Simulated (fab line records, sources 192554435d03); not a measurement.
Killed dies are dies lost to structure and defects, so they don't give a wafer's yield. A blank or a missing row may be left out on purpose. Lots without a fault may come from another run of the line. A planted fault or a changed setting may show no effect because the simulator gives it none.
Split-lot experiment | flow n5_finfet | 7 lots, 39 wafers read, on a route of 1938 steps

THE SPLIT
At N5_BEOL_M15_ILD_DEP_00 (deposits SiO2 from TEOS/O2, target thk 1629.3 nm, time 346.1 s), the setting time_s was moved away from the recipe's 346.1 s on 18 of the 39 wafers read, by -39.2% to +48.9%. The other wafers ran this setting at the recipe's value.

The file shows no step between the split and the reading.

THE READING
M15_ILD_THK, in nm, at N5_BEOL_M15_THK_MEAS_01. Fault-free wafers of this fab line usually give 1634 nm, standard deviation 22 nm.

wafer  | tool, chamber at the split | time_s as run, s | against the recipe | M15_ILD_THK, nm | against lot-mates on the recipe
L074.1 | pecvd-03, 1                | 515.4            | +48.9%             | 2401            | +775
L074.2 | pecvd-03, 2                | 346.1            | recipe             | 1620            | -
L074.3 | pecvd-03, 0                | 346.1            | recipe             | 1616            | -
L074.4 | pecvd-03, 1                | 346.1            | recipe             | 1643            | -
L074.5 | pecvd-03, 2                | 515.4            | +48.9%             | 2447            | +821
L074.6 | pecvd-03, 0                | 515.4            | +48.9%             | 2454            | +828
L080.1 | pecvd-03, 2                | 346.1            | recipe             | 1648            | -
L080.2 | pecvd-03, 1                | 404              | +16.7%             | 1897            | +250
L080.3 | pecvd-03, 2                | 346.1            | recipe             | 1644            | -
L080.4 | pecvd-03, 1                | 404              | +16.7%             | 1916            | +269
L080.5 | pecvd-03, 2                | 404              | +16.7%             | 1928            | +281
L080.6 | pecvd-03, 1                | 346.1            | recipe             | 1650            | -
L085.1 | pecvd-04, 2                | 346.1            | recipe             | 1643            | -
L085.2 | pecvd-04, 1                | 346.1            | recipe             | 1632            | -
L085.3 | pecvd-04, 0                | 249.2            | -28.0%             | 1172            | -468
L085.4 | pecvd-04, 0                | 346.1            | recipe             | 1646            | -
L085.5 | pecvd-04, 2                | 249.2            | -28.0%             | 1215            | -425
L085.6 | pecvd-04, 1                | 249.2            | -28.0%             | 1193            | -447
L089.1 | pecvd-01, 0                | 409.6            | +18.3%             | 1942            | +289
L089.2 | pecvd-01, 1                | 346.1            | recipe             | 1637            | -
L089.3 | pecvd-01, 2                | 409.6            | +18.3%             | 1911            | +258
L089.4 | pecvd-01, 1                | 409.6            | +18.3%             | 1967            | +314
L089.5 | pecvd-01, 2                | 346.1            | recipe             | 1659            | -
L089.6 | pecvd-01, 0                | 346.1            | recipe             | 1662            | -
L091.1 | pecvd-03, 0                | 346.1            | recipe             | 1612            | -
L091.2 | pecvd-03, 1                | 346.1            | recipe             | 1612            | -
L091.3 | pecvd-03, 2                | 210.6            | -39.2%             | 992             | -636
L091.4 | pecvd-03, 2                | 210.6            | -39.2%             | 1015            | -613
L091.5 | pecvd-03, 1                | 210.6            | -39.2%             | 1002            | -626
L091.6 | pecvd-03, 0                | 346.1            | recipe             | 1659            | -
L093.1 | pecvd-04, 1                | 346.1            | recipe             | 1634            | -
L093.3 | pecvd-04, 0                | 346.1            | recipe             | 1613            | -
L093.4 | pecvd-04, 0                | 346.1            | recipe             | 1628            | -
L097.1 | pecvd-03, 2                | 253              | -26.9%             | 1154            | -476
L097.2 | pecvd-03, 1                | 346.1            | recipe             | 1611            | -
L097.3 | pecvd-03, 0                | 253              | -26.9%             | 1158            | -472
L097.4 | pecvd-03, 2                | 346.1            | recipe             | 1639            | -
L097.5 | pecvd-03, 1                | 253              | -26.9%             | 1207            | -423
L097.6 | pecvd-03, 0                | 346.1            | recipe             | 1640            | -

THE FIT
A straight line over all 39 wafers: M15_ILD_THK changes by +16.3 nm for each +1% of time_s; r = +1.00; the points scatter about the line by 20 nm.
The same after taking each lot's own level away (the mean of its wafers on the recipe; 39 wafers): +16.3 nm for each +1%; r = +1.00; scatter 18 nm.
On that fit, the largest move of time_s shifts the reading by 8e+02 nm.
The lots' own levels span 1625.0 to 1652.7 nm, that is 1.3 times the standard deviation above.
So the lot-to-lot level changes the slope little: the two slopes agree.
Check: with one of the wafers moved furthest among these (+48.9%) left out of the fit, the line predicts +800 nm for it against its lot-mates. It came out at +775 nm against them.

THE WHOLE CHAIN: every reading that the file lists as answering this split, in the file's order
step                    | what it does                                                   | reading                                                                             | change (the file's fit)              | r (the file's)
N5_BEOL_M15_ILD_DEP_00  | deposits SiO2 from TEOS/O2, target thk 1629.3 nm, time 346.1 s | SiO2_of_BEOL_M15_ILD_DEP_00.thk_nm (the simulator's own value, which no gauge read) | +16.3 nm for each +1% of the setting | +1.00
N5_BEOL_M15_THK_MEAS_01 |                                                                | M15_ILD_THK                                                                         | +16.3 for each +1% of the setting    | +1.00
N5_BEOL_M15_VIA_ETCH_16 | etches SiO2 in C4F8/O2/Ar, target depth 1792.2 nm              | etch.depth_nm (the simulator's own value, which no gauge read)                      | +16.3 nm for each +1% of the setting | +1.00
N5_BEOL_M15_VIA_ETCH_16 | etches SiO2 in C4F8/O2/Ar, target depth 1792.2 nm              | coat_of_BEOL_M15_COAT_04.thk_nm (the simulator's own value, which no gauge read)    | -3.78 nm for each +1% of the setting | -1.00

THE FILE'S OWN FIT
M15_ILD_THK changes by +16.3 nm for each +1% of time_s, r = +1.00.
